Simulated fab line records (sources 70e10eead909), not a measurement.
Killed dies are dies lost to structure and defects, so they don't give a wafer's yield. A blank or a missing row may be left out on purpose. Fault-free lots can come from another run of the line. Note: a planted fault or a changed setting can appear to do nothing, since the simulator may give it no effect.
Chamber matching || flow nandHarc || NHARC_A_ONON_D1_DEP_33 on pecvd-04: 3 sister chambers
The step deposits SiO2, target thk 200 nm. 3 wafers are shown with their chamber, then 7 later ones without.

WAFERS, EACH WITH ITS CHAMBER
{"wafer": "L835.6", "chamber": 1, "throttleValvePct (%)": 16.6}
{"wafer": "L845.1", "chamber": 0, "throttleValvePct (%)": 15.7}
{"wafer": "L845.3", "chamber": 2, "throttleValvePct (%)": 16.2}

WAFERS WITH NO CHAMBER GIVEN
{"wafer": "L845.5", "throttleValvePct (%)": 15.8}
{"wafer": "L846.3", "throttleValvePct (%)": 15.6}
{"wafer": "L846.5", "throttleValvePct (%)": 16.1}
{"wafer": "L846.6", "throttleValvePct (%)": 15.9}
{"wafer": "L848.2", "throttleValvePct (%)": 16.3}
{"wafer": "L848.3", "throttleValvePct (%)": 15.8}
{"wafer": "L848.5", "throttleValvePct (%)": 15.6}

CHAMBER TAKEN BY EACH
{"wafer": "L845.5", "from the rows above": 0, "in truth": 0}
{"wafer": "L846.3", "from the rows above": 0, "in truth": 0}
{"wafer": "L846.5", "from the rows above": 2, "in truth": 2}
{"wafer": "L846.6", "from the rows above": "can't be placed: 0 or 2", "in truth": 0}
{"wafer": "L848.2", "from the rows above": "can't be placed: 2 or 1", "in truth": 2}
{"wafer": "L848.3", "from the rows above": 0, "in truth": 0}
{"wafer": "L848.5", "from the rows above": 0, "in truth": 0}
Correctly placed: 5 of 7. From these rows, 2 cannot be placed; in 2 the true chamber is one of the candidates. Number placed wrongly: 0.
How it was worked out, from the rows above alone: a wafer's distance from a chamber is the root of the sum, over the readings, of the square of ((its reading less the chamber's mean) divided by the reading's scatter). The wafer belongs to the nearest chamber; if the next one is less than 2 further off, it can't be placed. The mean given for a chamber averages the wafers shown for that chamber. The scatter: root of mean squared gap, hidden wafer to nearest shown wafer, with one shown wafer a chamber.
